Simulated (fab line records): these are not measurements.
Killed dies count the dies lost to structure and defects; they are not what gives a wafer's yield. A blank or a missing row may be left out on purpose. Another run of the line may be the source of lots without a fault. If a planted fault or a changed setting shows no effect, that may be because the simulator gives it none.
fab line records | flow n5Finfet
[record] lots = 12 wafers = 35 lastDay = 18
route steps=1938 shown GATE_CUT@471 MIM_TOP@1835 PASS1_CAP@1874 PASSIVATION@1936
lots that met no fault: taken from a fault-free run of the same line
startH: hours from the record's opening day to when the first of the lot's shown wafers began | waitH: hours from the lot's prior step to this one | " identical to the entry in the row above | L1.1+2: a single row standing in for several wafers | - no value present, or no start provided | * or withheld: withheld | < > ~ a bound
route shown NAME@n: NAME is a module with steps in the file, n the number in the route of the first one | usual: average and standard deviation across the fault-free wafers | same: alike in all rows | chamber/n: place in a boat | sites: readings site by site | _std_site: standard deviation across them | _edge_site: the outer-site mean with the inner-site mean subtracted | radiusMm: for every site, how far away it sits from the centre of the wafer | mask NAME#n: copy n | behind: the tool/chamber that last shaped the wafer | hold: reason for holding the lot/hours on hold/outcome of the hold | device: whichever transistor did not switch (one of n, p or np) | end of line: the same wafers' tests at the end of the route | a step without rows: its recipe alone | killed: count of dies lost to structure and defects at first sort (not the wafer's yield) | map: a wafer's dies, x killed, . not, _ none there
set.NAME: the setting the step ran with; set.NAME@STEP: the setting that earlier step ran with | model.NAME: the simulator's own value behind a step, which no gauge read
one table for each step of the route and one row for each wafer, over a sample of lots
services: a tool's chamber out of use, with start hour (startH, from the record's first day; less than 0 if before it), hours out, and reason
[[steps]]
[step N5_GATE_CUT_PRECLEAN_31]
[recipe] tempC = 23 chemistry = DIW timeS = 300
[usual] tempC = 23.01/0.1
[same] timeS = 300
// columns lot.wafer tool chamber startH waitH tempC
L313.4 wetBench-01 5 80.10 0.1 22.99
L313.5 " 1 " " 23.09
L313.6 " 0 " " 23.13
L315.3 wetBench-01 2 92.98 0.1 22.99
L315.4 " 6 " " 22.97
L315.5 " 3 " " 23.11
L316.2 wetBench-02 6 99.05 0.1 23.03
L316.3 " 5 " " 23.02
L316.6 " 1 " " 23.07
L317.1 wetBench-02 5 105.37 0.1 23.10
L317.3 " 4 " " 23.00
L317.6 " 2 " " 22.98
L318.3 wetBench-01 2 111.23 0.1 23.12
L318.4 " 0 " " 23.06
L318.6 " 7 " " 22.88
L319.1 wetBench-03 2 117.61 0.1 23.08
L319.4 " 5 " " 23.16
L319.5 " 6 " " 22.91
L320.1 wetBench-02 4 122.61 0.1 23.04
L320.3 " 5 " " 22.89
L320.5 " 7 " " 22.99
L323.1 wetBench-01 4 139.06 0.1 23.04
L323.3 " 6 " " 22.93
L323.6 " 5 " " 23.02
L326.2 wetBench-01 4 160.60 0.1 22.90
L326.5 " 3 " " 23.25
L326.6 " 5 " " 23.01
L329.2 wetBench-01 1 179.23 0.1 22.92
L329.4 " 5 " " 22.98
L329.6 " 3 " " 22.97
L334.1 wetBench-02 5 208.86 0.1 22.86
L334.3 " 0 " " 22.83
L336.2 wetBench-02 2 217.67 0.1 23.03
L336.4 " 1 " " 23.10
L336.6 " 0 " " 23.06
[step N5_MIM_TOP_ALD_01]
[recipe] material = HfO2 targetThkA = 56 tempC = withheld aldPrecursorFamily = Hf-amide aldCoReactant = O3 pulseTimeS = 1 purgeTimeS = 3 coReactantPurgeTimeS = 2 coReactantPulseTimeS = 3 aldCycles = 62
[usual] precursorPulseHeightRel = 1.002/0.021
// columns lot.wafer tool chamber startH waitH precursorPulseHeightRel
L313.4 aldHk-02 3 - - 0.983
L313.5 " 2 " " 0.995
L313.6 " 3 " " 0.995
L315.3 aldHk-01 0 - - 0.985
L315.4 " 3 " " 1.010
L315.5 " 3 " " 1.010
L316.2 aldHk-02 1 - - 1.000
L316.3 " 2 " " 0.981
L316.6 " 3 " " 1.049
L317.1 aldHk-01 1 - - 1.006
L317.3 " 3 " " 1.029
L317.6 " 0 " " 0.996
L318.3 aldHk-01 2 - - 0.985
L318.4 " 3 " " 1.040
L318.6 " 3 " " 1.005
L320.1 aldHk-01 1 - - 1.008
L320.3 " 0 " " 0.987
L320.5 " 3 " " 1.008
L319.1 aldHk-01 2 - - 1.006
L319.4 " 0 " " 0.982
L319.5 " 1 " " 1.005
L323.1 aldHk-01 0 - - 0.967
L323.3 " 3 " " 1.019
L323.6 " 0 " " 1.012
L326.2 aldHk-02 3 - - 0.998
L326.5 " 0 " " 1.038
L326.6 " 1 " " 0.962
L329.2 aldHk-02 0 - - 1.038
L329.4 " 1 " " 0.980
L329.6 " 0 " " 0.936
L334.1 aldHk-02 3 - - 1.036
L334.3 " 1 " " 1.019
L336.2 aldHk-03 1 - - 1.012
L336.4 " 0 " " 0.998
L336.6 " 2 " " 1.040
[step N5_PASSIVATION_PECVD_01]
[recipe] material = SiNx targetThkA = 2000 tempC = 400 precursor = SiH4/NH3/N2 pressureTorr = 4.9 rfW = 1406 timeS = 43.2
[usual] chamberPressureTorr = 4.901/0.01 heaterPowerW = 330/76 showerheadPlenumPTorr = 8.68/0.068 susceptorTempC = 400.00/0.23 throttleValvePct = 29.4/1.4
[same] timeS = 43.2
// columns lot.wafer tool chamber startH waitH chamberPressureTorr heaterPowerW showerheadPlenumPTorr susceptorTempC throttleValvePct
L313.4 pecvd-04 0 256.84 0.0 4.903 378 8.80 400.43 30.3
L313.5 " 2 " " 4.894 161 8.61 400.24 27.8
L313.6 " 1 " " 4.915 373 8.70 400.08 29.5
L315.3 pecvd-04 0 279.97 0.0 4.905 351 8.80 400.18 30.2
L315.4 " 1 " " 4.916 239 8.69 400.15 29.1
L315.5 " 0 " " 4.885 364 8.81 399.86 30.3
L316.2 pecvd-03 1 284.63 0.0 4.894 309 8.59 400.18 30.9
L316.3 " 0 " " 4.896 326 8.73 400.19 31.0
L316.6 " 2 " " 4.912 411 8.69 400.10 27.1
L317.1 pecvd-03 1 292.26 0.0 4.897 325 8.61 400.22 31.2
L317.3 " 2 " " 4.895 423 8.68 399.94 27.1
L317.6 " 0 " " 4.911 387 8.70 399.72 30.9
L318.3 pecvd-02 0 295.38 0.0 4.894 395 8.62 399.99 29.9
L318.4 " 1 " " 4.896 316 8.65 400.41 28.6
L318.6 " 0 " " 4.909 245 8.62 400.15 30.1
L320.1 pecvd-04 0 304.69 0.0 4.915 410 8.79 399.95 30.3
L320.3 " 2 " " 4.902 144 8.59 400.21 27.5
L320.5 " 0 " " 4.905 410 8.80 399.87 30.4
L319.1 pecvd-04 0 311.14 0.0 4.905 394 8.78 399.96 30.6
L319.4 " 2 " " 4.919 210 8.61 400.39 27.9
L319.5 " 1 " " 4.897 291 8.73 399.53 29.6
L323.1 pecvd-03 0 330.19 0.0 4.914 415 8.71 400.05 31.1
L323.3 " 2 " " 4.891 447 8.69 399.33 27.2
L323.6 " 2 " " 4.888 461 8.69 399.66 27.3
L326.2 pecvd-04 1 342.38 0.0 4.903 332 8.69 399.98 29.3
L326.5 " 2 " " 4.897 223 8.60 399.72 27.6
L326.6 " 1 " " 4.904 349 8.70 399.49 29.2
L329.2 pecvd-04 2 370.68 0.0 4.902 236 8.62 399.93 28.0
L329.4 " 0 " " 4.900 333 8.79 399.85 30.6
L329.6 " 2 " " 4.899 254 8.59 399.90 27.9
L334.1 pecvd-03 1 413.85 0.0 4.887 285 8.62 399.97 31.3
L334.3 " 2 " " 4.890 390 8.68 399.83 27.4
L336.2 pecvd-02 0 431.88 0.0 4.913 354 8.62 400.36 30.5
L336.4 " 2 " " 4.921 390 8.59 399.98 28.5
L336.6 " 1 " " 4.915 236 8.66 400.10 28.4
[step N5_PASSIVATION_PROBE_49]
[usual] defectLimitedYield = 91.4/1.5 killed_at_M0_to_M3 = 35/11 killed_at_M4_up = 16/7 killedAtContacts = 11/5.3 killedAtFrontEnd = 37/11 killedAtOther = 3.1/2.8 killedDies = 102/18 killedOnRim = 13/3.7 killedOpen = 69/15 killedShort = 31/7.8 sort_bin_5_function = 5.1/1.1 sort_bin_6_memory = 3.2/0.69 sortNPass = 1078/18 sortYieldPct = 91.4/1.5
[same] grossDies = 1180 killedAtBackSide = 0 sort_bin_4_leakage[%] = 0 sort_bin_8_speed[%] = 0
// columns lot.wafer tool chamber startH waitH defectLimitedYield[%] killed_at_M0_to_M3 killed_at_M4_up killedAtContacts killedAtFrontEnd killedAtOther killedDies killedOnRim killedOpen killedShort sort_bin_5_function[%] sort_bin_6_memory[%] sortNPass sortYieldPct[%]
L329.2 prober-02 - 380.70 0.1 93.1 27 11 3 37 3 81 11 52 29 4.2 2.5 1099 93.1
L329.4 prober-02 - 380.80 0.2 91.5 34 21 1 41 3 100 21 69 30 5.4 2.9 1080 91.5
L329.6 prober-02 - 380.90 0.3 84.4 33 16 6 127 2 184 28 70 24 9.7 3.6 996 84.4
// killed by level:class
L329.2 FIN_SAQP:geometricParticle:open=12 FIN_SAQP:geometricParticle:short=7 BEOL_M3:geometricParticle:open=6 BEOL_M1:geometricParticle:open=5 BEOL_M2:geometricParticle:open=5 BEOL_M4:geometricParticle:open=5 SPACER0:geometricParticle:short=4 BEOL_M2:geometricParticle:short=4
L329.4 FIN_SAQP:geometricParticle:open=17 BEOL_M4:geometricParticle:open=11 STI_FIN_REVEAL:geometricParticle:open=7 FIN_SAQP:geometricParticle:short=6 BEOL_M2:geometricParticle:short=6 BEOL_M2:geometricParticle:open=6 BEOL_M3:geometricParticle:open=6 BEOL_M1:geometricParticle:open=5
L329.6 GATE_CUT:unspecified=90 BEOL_M3:geometricParticle:open=14 BEOL_M4:geometricParticle:open=13 FIN_SAQP:geometricParticle:open=9 FIN_SAQP:geometricParticle:short=9 DUMMY_GATE:geometricParticle:open=9 BEOL_M1:geometricParticle:open=4 STI_FIN_REVEAL:geometricParticle:open=3
[[services]]
// columns tool chamber startH hours kind
aldHk-03 - 56.93 1.1 repair
pecvd-03 - 77.70 2.5 repair
wetBench-02 - 84.73 1.9 pm
pecvd-04 2 131.19 15.6 repair
aldHk-02 - 136.85 0.7 repair
aldHk-03 - 140.36 1.6 repair
pecvd-03 - 146.95 2.8 pm
pecvd-04 2 154.24 4.7 repair
aldHk-03 - 157.04 2.8 pm
pecvd-04 2 202.38 - clean
pecvd-04 2 202.38 - consumableReplace:showerhead
pecvd-02 2 202.45 4.4 repair
pecvd-04 0 208.94 1.9 repair
pecvd-02 2 210.16 5.3 repair
pecvd-04 1 216.87 14.9 repair
wetBench-01 - 221.22 2.5 repair
pecvd-04 - 222.72 0.5 repair
aldHk-02 - 233.89 8.7 pm
pecvd-03 1 236.93 4.2 repair
pecvd-04 - 270.16 2.9 repair
pecvd-04 2 282.31 4.7 repair
pecvd-04 - 290.23 1.7 repair
pecvd-04 - 406.62 0.7 repair
aldHk-01 - 427.20 8.7 pm
[[key]]
[firstSign] step = N5_PASSIVATION_PROBE_49 reading = killedAtFrontEnd direction = up sigmas = 8.3 usual = 37 struck = 127
[effect] step = N5_PASSIVATION_PROBE_49 reading = killedDies direction = up sigmas = 4.5 usual = 102 struck = 184
[moreKillsBornAt] N5_GATE_CUT_PRECLEAN_31@wetBench-01 = 90
metAt N5_GATE_CUT_PRECLEAN_31
struckLots L329
struckWafers L329.6
notActingAt N5_MIM_TOP_ALD_01,N5_PASSIVATION_PECVD_01
onsetBetween 160.60 179.23
[fault] kind = chamberParticleSource tool = wetBench-01 chamber = 3 onsetH = 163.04 steps = N5_GATE_CUT_PRECLEAN_31 ratePerVisitCm2 = 0.88518 endH = 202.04
